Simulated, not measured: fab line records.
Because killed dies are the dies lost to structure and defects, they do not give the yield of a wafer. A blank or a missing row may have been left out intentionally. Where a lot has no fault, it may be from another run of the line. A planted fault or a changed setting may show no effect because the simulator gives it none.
fab line records + flow nand-harc
[record]
- lots = 14
- wafers = 40
- last-day = 33
route steps=1302 shown P_BONDPAD@386 A_START@389 A_ONON_D1@436 END@1302
lots that met no fault: from a run of the same line without faults
start-h: start of the lot's first displayed wafer, in hours after the record's first day + wait-h: hours since the lot's step before + " the same as in the row above + L1.1+2: a single row standing in for several wafers + - no value, or no start was given + * or withheld: withheld + < > ~ a bound
route shown NAME@n: NAME is a module with steps in the file, n the number in the route of the first one + usual: the fault-free wafers' mean and standard deviation + same: alike in all rows + chamber/n: place in a boat + sites: readings site by site + _std_site: their standard deviation + _edge_site: outer sites' mean less inner sites' + radius-mm: how far each site lies from the wafer's centre + mask NAME#n: copy n + behind: tool/chamber where the wafer was last shaped + hold: reason for holding the lot/hours on hold/outcome of the hold + device: which transistor (n, p or np) failed to switch + end of line: the route-end tests of the same wafers + where a step has no rows: the recipe by itself + killed: dies lost to structure and defects at the first sort, not the wafer's yield + map: a wafer's dies, marking killed ones x, the rest . and places with no die _
set.NAME: the run value of the setting; set.NAME@STEP: its run value at that earlier step + model.NAME: the simulator's own value behind a step, which no gauge read
one table for each step of the route and one row for each wafer, over a sample of lots
services: from which hour (start-h, from the record's first day; less than 0 if before it) a tool's chamber was out of use, for how many hours, and why
[[steps]]
[step NHARC_P_BONDPAD_ACTIVATE_29]
[recipe]
- time-s = 60
- n2-flow-sccm = 200
- ar-flow-sccm = 0
- bias-power-w = 0
- chemistry = N2
[usual]
- drypump-motor-current-A = 5.6/0.41
- oes-product-au = 0.997/0.01
- rf-vpp-V = 64.1/1
- showerhead-plenum-p-Torr = 1.75/0.081
| lot.wafer | tool        | chamber | start-h | wait-h | drypump-motor-current-A | oes-product-au | rf-hours-counter-h | rf-vpp-V | showerhead-plenum-p-Torr |
|-----------|-------------|---------|---------|--------|-------------------------|----------------|--------------------|----------|--------------------------|
| L804.1    | rie-diel-03 | 0       | 137.09  | 0.1    | 5.6                     | 0.997          | 0.8                | 63.7     | 1.70                     |
| L804.5    | "           | 1       | "       | "      | 5.7                     | 1.008          | -                  | 63.6     | 1.67                     |
| L804.6    | "           | 2       | "       | "      | 6.0                     | 0.997          | -                  | 64.9     | 1.84                     |
| L805.4    | rie-diel-02 | 3       | 151.98  | 0.1    | 4.8                     | 0.997          | 4.9                | 64.3     | 1.72                     |
| L805.2    | "           | 1       | "       | "      | 5.9                     | 0.991          | 4.9                | 63.7     | 1.80                     |
| L805.5    | "           | 3       | "       | "      | 4.8                     | 0.991          | -                  | 63.8     | 1.72                     |
| L806.1    | rie-diel-03 | 3       | 152.67  | 0.1    | 6.0                     | 1.001          | 1.0                | 65.4     | 1.86                     |
| L806.2    | "           | 0       | "       | "      | 5.5                     | 0.988          | 1.0                | 65.3     | 1.70                     |
| L806.4    | "           | 0       | "       | "      | 5.6                     | 0.991          | -                  | 63.6     | 1.70                     |
| L807.3    | rie-diel-03 | 3       | 167.14  | 0.1    | 6.1                     | 1.009          | 1.4                | 65.4     | 1.86                     |
| L807.4    | "           | 0       | "       | "      | 5.5                     | 1.001          | 1.4                | 64.4     | 1.70                     |
| L807.5    | "           | 2       | "       | "      | 6.1                     | 1.002          | -                  | 63.4     | 1.84                     |
| L808.4    | rie-diel-03 | 0       | 174.81  | 0.1    | 5.6                     | 1.005          | 1.7                | 62.9     | 1.70                     |
| L808.1    | "           | 1       | "       | "      | 5.6                     | 0.992          | 1.2                | 62.8     | 1.68                     |
| L808.3    | "           | 2       | "       | "      | 6.1                     | 1.000          | 1.8                | 66.2     | 1.84                     |
| L809.2    | rie-diel-03 | 1       | 191.18  | 0.1    | 5.7                     | 0.996          | 1.6                | 63.3     | 1.67                     |
| L809.1    | "           | 3       | "       | "      | 6.0                     | 1.013          | 1.8                | 65.3     | 1.86                     |
| L809.3    | "           | 0       | "       | "      | 5.6                     | 0.999          | 2.0                | 64.2     | 1.70                     |
| L810.2    | rie-diel-02 | 1       | 200.69  | 0.1    | 5.9                     | 1.000          | 7.3                | 65.2     | 1.80                     |
| L810.3    | "           | 2       | "       | "      | 5.4                     | 0.981          | 8.1                | 63.5     | 1.68                     |
| L810.5    | "           | 0       | "       | "      | 5.3                     | 0.993          | -                  | 63.4     | 1.65                     |
| L817.5    | rie-diel-02 | 2       | 267.13  | 0.1    | 5.4                     | 0.977          | -                  | 64.2     | 1.67                     |
| L817.6    | "           | 3       | "       | "      | 4.8                     | 0.993          | -                  | 63.2     | 1.72                     |
| L818.1    | rie-diel-02 | 3       | 284.28  | 0.1    | 4.8                     | 0.999          | 2.9                | 64.5     | 1.72                     |
| L818.6    | "           | 0       | "       | "      | 5.3                     | 1.001          | -                  | 61.5     | 1.65                     |
| L822.2    | rie-diel-03 | 2       | 319.88  | 0.1    | 6.1                     | 0.994          | 1.1                | 64.2     | 1.84                     |
| L822.1    | "           | 3       | "       | "      | 6.1                     | 1.002          | 0.8                | 65.0     | 1.86                     |
| L822.5    | "           | 0       | "       | "      | 5.6                     | 0.994          | -                  | 64.0     | 1.70                     |
| L824.2    | rie-diel-12 | 2       | 334.30  | 0.1    | 5.7                     | 1.002          | 2.2                | 64.4     | 1.89                     |
| L824.1    | "           | 0       | "       | "      | 5.0                     | 0.996          | 2.8                | 64.4     | 1.90                     |
| L824.5    | "           | 2       | "       | "      | 5.8                     | 1.003          | -                  | 65.6     | 1.89                     |
| L825.4    | rie-diel-03 | 0       | 344.26  | 0.1    | 5.5                     | 0.990          | 1.5                | 63.3     | 1.70                     |
| L825.2    | "           | 3       | "       | "      | 6.1                     | 0.996          | 1.5                | 65.2     | 1.86                     |
| L825.5    | "           | 1       | "       | "      | 5.6                     | 1.009          | -                  | 63.8     | 1.67                     |
| L826.4    | rie-diel-12 | 1       | 353.32  | 0.1    | 5.6                     | 1.002          | 3.7                | 64.2     | 1.83                     |
| L826.2    | "           | 2       | "       | "      | 5.8                     | 0.992          | 4.2                | 65.2     | 1.89                     |
| L826.3    | "           | 3       | "       | "      | 4.6                     | 1.003          | 5.6                | 65.1     | 1.70                     |
| L827.3    | rie-diel-03 | 3       | 368.34  | 0.1    | 6.1                     | 0.993          | 2.1                | 64.0     | 1.86                     |
| L827.2    | "           | 1       | "       | "      | 5.6                     | 1.003          | 2.3                | 62.5     | 1.67                     |
| L827.6    | "           | 3       | "       | "      | 6.1                     | 0.998          | -                  | 64.8     | 1.86                     |
[step NHARC_A_START_INSPECT_01]
[usual]
- raw-defect-count = 3.4/1.6
| lot.wafer | tool              | chamber | start-h | wait-h | raw-defect-count |
|-----------|-------------------|---------|---------|--------|------------------|
| L804.1    | defect-inspect-02 | -       | 137.45  | -      | 3                |
| L804.5    | "                 | -       | "       | "      | 3                |
| L804.6    | "                 | -       | "       | "      | 2                |
| L805.2    | defect-inspect-01 | -       | 152.40  | -      | 2                |
| L805.4    | "                 | -       | "       | "      | 1                |
| L805.5    | "                 | -       | "       | "      | 3                |
| L806.1    | defect-inspect-01 | -       | 153.10  | -      | 2                |
| L806.2    | "                 | -       | "       | "      | 5                |
| L806.4    | "                 | -       | "       | "      | 4                |
| L807.3    | defect-inspect-02 | -       | 167.53  | -      | 0                |
| L807.4    | "                 | -       | "       | "      | 4                |
| L807.5    | "                 | -       | "       | "      | 2                |
| L808.1    | defect-inspect-01 | -       | 175.21  | -      | 3                |
| L808.3    | "                 | -       | "       | "      | 4                |
| L808.4    | "                 | -       | "       | "      | 5                |
| L809.1    | defect-inspect-02 | -       | 191.61  | -      | 3                |
| L809.2    | "                 | -       | "       | "      | 5                |
| L809.3    | "                 | -       | "       | "      | 2                |
| L810.2    | defect-inspect-02 | -       | 201.17  | -      | 3                |
| L810.3    | "                 | -       | "       | "      | 4                |
| L810.5    | "                 | -       | "       | "      | 3                |
| L817.5    | defect-inspect-01 | -       | 267.49  | -      | 3                |
| L817.6    | "                 | -       | "       | "      | 1                |
| L818.1    | defect-inspect-01 | -       | 284.65  | -      | 2                |
| L818.6    | "                 | -       | "       | "      | 0                |
| L822.1    | defect-inspect-02 | -       | 320.26  | -      | 2                |
| L822.2    | "                 | -       | "       | "      | 2                |
| L822.5    | "                 | -       | "       | "      | 4                |
| L824.1    | defect-inspect-01 | -       | 334.70  | -      | 4                |
| L824.2    | "                 | -       | "       | "      | 2                |
| L824.5    | "                 | -       | "       | "      | 2                |
| L825.2    | defect-inspect-01 | -       | 344.67  | -      | 5                |
| L825.4    | "                 | -       | "       | "      | 5                |
| L825.5    | "                 | -       | "       | "      | 4                |
| L826.2    | defect-inspect-01 | -       | 353.73  | -      | 3                |
| L826.3    | "                 | -       | "       | "      | 3                |
| L826.4    | "                 | -       | "       | "      | 1                |
| L827.2    | defect-inspect-01 | -       | 368.74  | -      | 4                |
| L827.3    | "                 | -       | "       | "      | 6                |
| L827.6    | "                 | -       | "       | "      | 6                |
[step NHARC_A_ONON_D1_DEP_16]
[recipe]
- target-thk-a = 10000
- n2-flow-sccm = 2750
- n2o-flow-sccm = 2000
- nh3-flow-sccm = 500
- sih4-flow-sccm = 210
- temp-c = 400
[usual]
- nh3-flow-sccm = 500.5/1.5
| lot.wafer | tool          | chamber | start-h | wait-h | nh3-flow-sccm |
|-----------|---------------|---------|---------|--------|---------------|
| L804.1    | pecvd-onon-01 | 0       | 175.52  | 0.5    | 501.2         |
| L804.5    | "             | 0       | "       | "      | 504.8         |
| L804.6    | "             | 0       | "       | "      | 501.1         |
| L806.1    | pecvd-onon-03 | 0       | 187.15  | 0.1    | 498.9         |
| L806.2    | "             | 0       | "       | "      | 500.6         |
| L806.4    | "             | 0       | "       | "      | 501.0         |
| L805.2    | pecvd-onon-01 | 0       | 187.21  | 0.1    | 500.8         |
| L805.4    | "             | 0       | "       | "      | 501.4         |
| L805.5    | "             | 0       | "       | "      | 500.2         |
| L807.3    | pecvd-onon-03 | 0       | 200.71  | 0.2    | 501.3         |
| L807.4    | "             | 0       | "       | "      | 501.8         |
| L807.5    | "             | 0       | "       | "      | 503.8         |
| L808.1    | pecvd-onon-01 | 0       | 207.48  | 0.1    | 499.5         |
| L808.3    | "             | 0       | "       | "      | 503.5         |
| L808.4    | "             | 0       | "       | "      | 499.0         |
| L809.1    | pecvd-onon-02 | 0       | 231.13  | 0.1    | 498.6         |
| L809.2    | "             | 0       | "       | "      | 500.7         |
| L809.3    | "             | 0       | "       | "      | 499.2         |
| L810.2    | pecvd-onon-01 | 0       | 231.21  | 0.1    | 501.2         |
| L810.3    | "             | 0       | "       | "      | 500.4         |
| L810.5    | "             | 0       | "       | "      | 499.7         |
| L817.5    | pecvd-onon-02 | 0       | 299.91  | 0.3    | 501.1         |
| L817.6    | "             | 0       | "       | "      | 499.3         |
| L818.1    | pecvd-onon-02 | 0       | 319.32  | 0.1    | 499.8         |
| L818.6    | "             | 0       | "       | "      | 498.5         |
| L822.1    | pecvd-onon-01 | 0       | 352.66  | 0.1    | 501.9         |
| L822.2    | "             | 0       | "       | "      | 501.4         |
| L822.5    | "             | 0       | "       | "      | 501.4         |
| L824.1    | pecvd-onon-01 | 0       | 368.22  | 0.2    | 500.0         |
| L824.2    | "             | 0       | "       | "      | 500.2         |
| L824.5    | "             | 0       | "       | "      | 497.9         |
| L825.2    | pecvd-onon-02 | 0       | 379.25  | 0.1    | 498.6         |
| L825.4    | "             | 0       | "       | "      | 501.1         |
| L825.5    | "             | 0       | "       | "      | 499.6         |
| L826.2    | pecvd-onon-02 | 0       | 386.51  | 0.1    | 501.3         |
| L826.3    | "             | 0       | "       | "      | 500.9         |
| L826.4    | "             | 0       | "       | "      | 499.1         |
| L827.2    | pecvd-onon-03 | 0       | 406.92  | 0.1    | 498.9         |
| L827.3    | "             | 0       | "       | "      | 500.2         |
| L827.6    | "             | 0       | "       | "      | 498.7         |
[step NHARC_A_ONON_D1_THK_MEAS_18]
[recipe]
- thk-meas-gauge = ellipsometry
[usual]
- thk-nm = 999/7.9
| lot.wafer | tool          | chamber | start-h | wait-h | thk-nm |
|-----------|---------------|---------|---------|--------|--------|
| L804.1    | film-metro-02 | -       | 176.04  | -      | 994    |
| L804.5    | "             | -       | "       | "      | 994    |
| L804.6    | "             | -       | "       | "      | 993    |
| L806.1    | film-metro-02 | -       | 187.66  | -      | 1000   |
| L806.2    | "             | -       | "       | "      | 1002   |
| L806.4    | "             | -       | "       | "      | 1001   |
| L805.2    | film-metro-01 | -       | 187.66  | -      | 988    |
| L805.4    | "             | -       | "       | "      | 989    |
| L805.5    | "             | -       | "       | "      | 988    |
| L807.3    | film-metro-01 | -       | 201.10  | -      | 1001   |
| L807.4    | "             | -       | "       | "      | 1001   |
| L807.5    | "             | -       | "       | "      | 1001   |
| L808.1    | film-metro-01 | -       | 207.99  | -      | 1020   |
| L808.3    | "             | -       | "       | "      | 1017   |
| L808.4    | "             | -       | "       | "      | 1018   |
| L809.1    | film-metro-02 | -       | 231.64  | -      | 985    |
| L809.2    | "             | -       | "       | "      | 984    |
| L809.3    | "             | -       | "       | "      | 985    |
| L810.2    | film-metro-01 | -       | 231.66  | -      | 999    |
| L810.3    | "             | -       | "       | "      | 999    |
| L810.5    | "             | -       | "       | "      | 1000   |
| L817.5    | film-metro-02 | -       | 300.19  | -      | 999    |
| L817.6    | "             | -       | "       | "      | 1563   |
| L818.1    | film-metro-02 | -       | 319.83  | -      | 1561   |
| L818.6    | "             | -       | "       | "      | 1563   |
| L822.1    | film-metro-02 | -       | 353.17  | -      | 1015   |
| L822.2    | "             | -       | "       | "      | 1015   |
| L822.5    | "             | -       | "       | "      | 1015   |
| L824.1    | film-metro-01 | -       | 368.73  | -      | 1006   |
| L824.2    | "             | -       | "       | "      | 1007   |
| L824.5    | "             | -       | "       | "      | 1005   |
| L825.2    | film-metro-01 | -       | 379.70  | -      | 996    |
| L825.4    | "             | -       | "       | "      | 994    |
| L825.5    | "             | -       | "       | "      | 996    |
| L826.2    | film-metro-01 | -       | 386.96  | -      | 989    |
| L826.3    | "             | -       | "       | "      | 990    |
| L826.4    | "             | -       | "       | "      | 988    |
| L827.2    | film-metro-02 | -       | 407.37  | -      | 1007   |
| L827.3    | "             | -       | "       | "      | 1007   |
| L827.6    | "             | -       | "       | "      | 1008   |
[step NHARC_END_SORT_01]
[recipe]
- temp-c = 25
[usual]
- killed-at-array = 55/19
- killed-at-other = 0.8/1.1
- killed-at-periphery = 4.0/2.6
- killed-dies = 60/20
- killed-open = 3.4/1.7
- killed-short = 2.6/1.5
[same]
- gross-dies = 677
| lot.wafer | tool      | chamber | start-h | wait-h | killed-at-array | killed-at-other | killed-at-periphery | killed-dies | killed-open | killed-short |
|-----------|-----------|---------|---------|--------|-----------------|-----------------|---------------------|-------------|-------------|--------------|
| L817.5    | prober-01 | 0       | 685.66  | 3.7    | 60              | 1               | 0                   | 61          | 3           | 2            |
| L817.6    | prober-01 | 0       | 686.47  | 4.0    | 673             | 0               | 4                   | 677         | 2           | 2            |
| L818.1    | prober-02 | 0       | 701.10  | 2.5    | 670             | 0               | 7                   | 677         | 4           | 3            |
| L818.6    | prober-02 | 0       | 705.07  | 4.0    | 673             | 0               | 4                   | 677         | 4           | 3            |
// killed by level:class
L817.5 A_SLIT:chamber-film-flake=27 A_CHANNEL_HOLE_D2:chamber-film-flake=11 A_CHANNEL_HOLE_D1:chamber-film-flake=8 A_STAIRCASE:chamber-film-flake=3 A_WL_FILL:chamber-film-flake=3 A_CONTACT:chamber-film-flake=2 A_ONON_D2:geometric-particle:short=1 A_CHANNEL_FILL_D2:geometric-particle:open=1
L817.6 A_ONON_D1:area-dep=613 A_SLIT:chamber-film-flake=33 A_CHANNEL_HOLE_D1:chamber-film-flake=7 A_CHANNEL_HOLE_D2:chamber-film-flake=4 A_STAIRCASE:chamber-film-flake=4 A_WL_FILL:chamber-film-flake=3 A_DECK1_JOINT:chamber-film-flake=2 A_CHANNEL_FILL_D2:chamber-film-flake=2
L818.1 A_ONON_D1:area-dep=622 A_CHANNEL_HOLE_D2:chamber-film-flake=18 A_CHANNEL_HOLE_D1:chamber-film-flake=11 A_DECK1_JOINT:chamber-film-flake=3 A_SLIT:chamber-film-flake=3 A_CONTACT:chamber-film-flake=3 P_GATE:chamber-film-flake=2 P_M1:chamber-film-flake=2
L818.6 A_ONON_D1:area-dep=630 A_CHANNEL_HOLE_D2:chamber-film-flake=20 A_CHANNEL_HOLE_D1:chamber-film-flake=8 A_STAIRCASE:chamber-film-flake=3 A_CONTACT:chamber-film-flake=3 A_SLIT:chamber-film-flake=2 P_CONTACT:geometric-particle:short=1 A_ONON_D1:geometric-particle:open=1
[[services]]
| tool          | chamber | start-h | hours | kind   |
|---------------|---------|---------|-------|--------|
| rie-diel-12   | 3       | 119.41  | 12.6  | repair |
| rie-diel-02   | 3       | 129.40  | 6.4   | repair |
| pecvd-onon-02 | -       | 130.20  | 1.2   | repair |
| rie-diel-12   | 0       | 144.59  | 5.2   | repair |
| rie-diel-03   | 1       | 145.67  | 15.5  | repair |
| pecvd-onon-01 | -       | 151.78  | 4.4   | repair |
| pecvd-onon-01 | -       | 167.42  | 1.8   | repair |
| pecvd-onon-03 | -       | 168.10  | 8.3   | repair |
| rie-diel-03   | 2       | 177.95  | 23.1  | repair |
| rie-diel-03   | 0       | 178.80  | 3.5   | repair |
| rie-diel-03   | 3       | 181.04  | 7.9   | repair |
| pecvd-onon-02 | -       | 185.00  | 13.0  | pm     |
| rie-diel-02   | -       | 216.70  | 9.0   | pm     |
| rie-diel-03   | 0       | 220.92  | 15.9  | repair |
| pecvd-onon-03 | -       | 227.34  | 13.0  | pm     |
| rie-diel-03   | 0       | 261.36  | 11.1  | repair |
| pecvd-onon-01 | -       | 269.13  | 13.0  | pm     |
| rie-diel-03   | -       | 281.36  | 9.0   | pm     |
| rie-diel-02   | -       | 297.54  | 0.7   | repair |
| rie-diel-02   | 1       | 321.40  | 2.7   | repair |
| pecvd-onon-03 | -       | 361.56  | 11.3  | repair |
| pecvd-onon-02 | -       | 366.00  | 13.0  | pm     |
| rie-diel-03   | 0       | 383.42  | 14.1  | repair |
| rie-diel-02   | -       | 393.70  | 9.0   | pm     |
[[key]]
[first-sign]
- step = NHARC_A_ONON_D1_THK_MEAS_18
- reading = thk-nm
- direction = up
- sigmas = 71
- usual = 999
- struck = 1563
[effect]
- step = NHARC_END_SORT_01
- reading = killed-at-array
- direction = up
- sigmas = 32
- usual = 55
- struck = 672
[more-kills-born-at]
- NHARC_A_ONON_D1_DEP_16@pecvd-onon-02 = 1865
met-at NHARC_A_ONON_D1_DEP_16
struck-lots L817,L818
struck-wafers L817.6,L818.1,L818.6
later-rows-left-out L817.6,L818.1,L818.6
tester-left-out L817,L818
not-acting-at NHARC_P_BONDPAD_ACTIVATE_29,NHARC_A_START_INSPECT_01
onset-between 231.13 299.91
[fault]
- kind = process-parameter-drift
- tool = pecvd-onon-02
- chamber = -
- onset-h = 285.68
- steps = NHARC_A_ONON_D1_DEP_16
- channel = target-thk-a
- offset = *
- shape = step
- end-h = 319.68
- scope = struck-wafers-only
- acts-in = *
- stated = *
// tester-left-out: of these lots the tester's yield and bins aren't shown, on N5 and GAA mostly nor the transistor test; their killed dies are dies lost to structure and defects alone, not to doping, threshold or leakage, so they don't give the yield
// later-rows-left-out: the simulator's readings of these wafers behind a module that went badly wrong aren't trusted and aren't shown, but for the sort
